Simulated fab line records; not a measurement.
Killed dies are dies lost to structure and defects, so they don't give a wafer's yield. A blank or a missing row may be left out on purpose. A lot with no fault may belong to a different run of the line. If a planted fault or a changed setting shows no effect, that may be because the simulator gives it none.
Split-lot experiment ; flow n5 finfet ; 39 wafers read from 7 lots, route of 1938 steps

## THE SPLIT ITSELF
At N5_SD_EPI_N_SD_RECESS_17 (chemistry HBr/Cl2/O2, target depth 41 nm, time 23.7 s, bt time 3 s), the setting time s was moved away from the recipe's 23.7 s on 15 of the 39 wafers read, by -8.6% to +9.5%. The other wafers ran this setting at the recipe's value.

The split's own step is where the reading is taken.

## THE READING
etch.depth nm (the simulator's own value, which no gauge read), in nm, at N5_SD_EPI_N_SD_RECESS_17 (chemistry HBr/Cl2/O2, target depth 41 nm, time 23.7 s, bt time 3 s). No usual value for it is given in the file. Average 40.79 nm, standard deviation 0.78 nm, over the 24 wafers here run with the recipe.

wafer;tool, chamber at the split;time s as run, s;against the recipe;etch.depth nm, nm;against lot-mates on the recipe
L078.1;rie si-06, 2;21.67;-8.6%;37.58;-3.21
L078.2;rie si-06, 1;23.7;recipe;40.73;-
L078.3;rie si-06, 0;23.7;recipe;40.91;-
L078.4;rie si-06, 3;21.67;-8.6%;37.24;-3.55
L078.5;rie si-06, 0;23.7;recipe;40.74;-
L078.6;rie si-06, 1;21.67;-8.6%;37.14;-3.65
L079.1;rie si-03, 0;23.7;recipe;41.04;-
L079.2;rie si-03, 1;25.96;+9.5%;45.08;+3.30
L079.3;rie si-03, 2;23.7;recipe;41.65;-
L079.4;rie si-03, 3;25.96;+9.5%;46.62;+4.84
L079.5;rie si-03, 3;23.7;recipe;42.65;-
L079.6;rie si-03, 2;25.96;+9.5%;45.7;+3.92
L083.1;rie si-02, 3;22.53;-4.9%;37.43;-2.51
L083.2;rie si-02, 2;22.53;-4.9%;39.13;-0.81
L083.6;rie si-02, 2;22.53;-4.9%;39.13;-0.81
L083.3;rie si-02, 1;23.7;recipe;39.65;-
L083.4;rie si-02, 0;23.7;recipe;40.7;-
L083.5;rie si-02, 3;23.7;recipe;39.47;-
L086.4;rie si-02, 1;23.7;recipe;39.66;-
L086.5;rie si-02, 1;23.7;recipe;39.44;-
L086.6;rie si-02, 0;23.7;recipe;40.74;-
L087.1;rie si-02, 2;22.23;-6.2%;38.47;-2.02
L087.2;rie si-02, 1;23.7;recipe;39.99;-
L087.3;rie si-02, 0;23.7;recipe;40.79;-
L087.4;rie si-02, 3;22.23;-6.2%;37.43;-3.06
L087.5;rie si-02, 0;23.7;recipe;40.69;-
L087.6;rie si-02, 3;22.23;-6.2%;37.42;-3.07
L090.1;rie si-03, 3;23.7;recipe;42.45;-
L090.2;rie si-03, 2;23.7;recipe;41;-
L090.3;rie si-03, 0;23.7;recipe;41.32;-
L090.4;rie si-03, 1;23.7;recipe;40.63;-
L090.5;rie si-03, 0;23.7;recipe;41.11;-
L090.6;rie si-03, 1;23.7;recipe;40.8;-
L094.1;rie si-03, 0;23.7;recipe;41.21;-
L094.2;rie si-03, 1;23.7;recipe;40.55;-
L094.3;rie si-03, 3;22.79;-3.8%;40.89;-0.08
L094.4;rie si-03, 2;23.7;recipe;41.14;-
L094.5;rie si-03, 1;22.79;-3.8%;38.95;-2.02
L094.6;rie si-03, 2;22.79;-3.8%;39.64;-1.33

FIT RESULTS
A straight line over all 39 wafers: etch.depth nm changes by +0.467 nm for each +1% of time s; r = +0.93; the points scatter about the line by 0.8 nm.
The same after taking each lot's own level away (the mean of its wafers on the recipe; 39 wafers): +0.402 nm for each +1%; r = +0.94; scatter 0.6 nm.
On that fit, the largest move of time s shifts the reading by 3.8 nm.
Measured against the standard deviation above, the lots' own levels, which go from 39.940 to 41.780 nm, span 2.4 times it.
Thus the slope moves with the lot-to-lot level: the two fits are different.
Check: with one of the wafers moved furthest among these (+9.5%) left out of the fit, the line predicts +4.04 nm for it against its lot-mates. It came out at +3.3 nm against them.

## OTHER SPLITS APPLIED TO THESE WAFERS
Before the reading, these wafers also passed through other splits. Each is held against what the fit with the lots' levels taken away leaves over:
other split on the same wafers;wafers away from the commonest value;r with etch.depth nm (lot level and that fit taken away)
N5_DUMMY_GATE_ETCH_37 source w;18;+0.00

## THE WHOLE CHAIN: every reading that the file lists as answering this split, in the file's order
step;what it does;reading;change (the file's fit);r (the file's)
N5_SD_EPI_N_SD_RECESS_17;chemistry HBr/Cl2/O2, target depth 41 nm, time 23.7 s, bt time 3 s;SD_EPI_N.feature depth nm (the simulator's own value, which no gauge read);+0.398 nm for each +1% of the setting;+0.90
N5_SD_EPI_N_SD_RECESS_17;chemistry HBr/Cl2/O2, target depth 41 nm, time 23.7 s, bt time 3 s;etch.depth nm (the simulator's own value, which no gauge read);+0.397 nm for each +1% of the setting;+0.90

## THE FILE'S OWN FIT
etch.depth nm changes by +0.397 nm for each +1% of time s, r = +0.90.
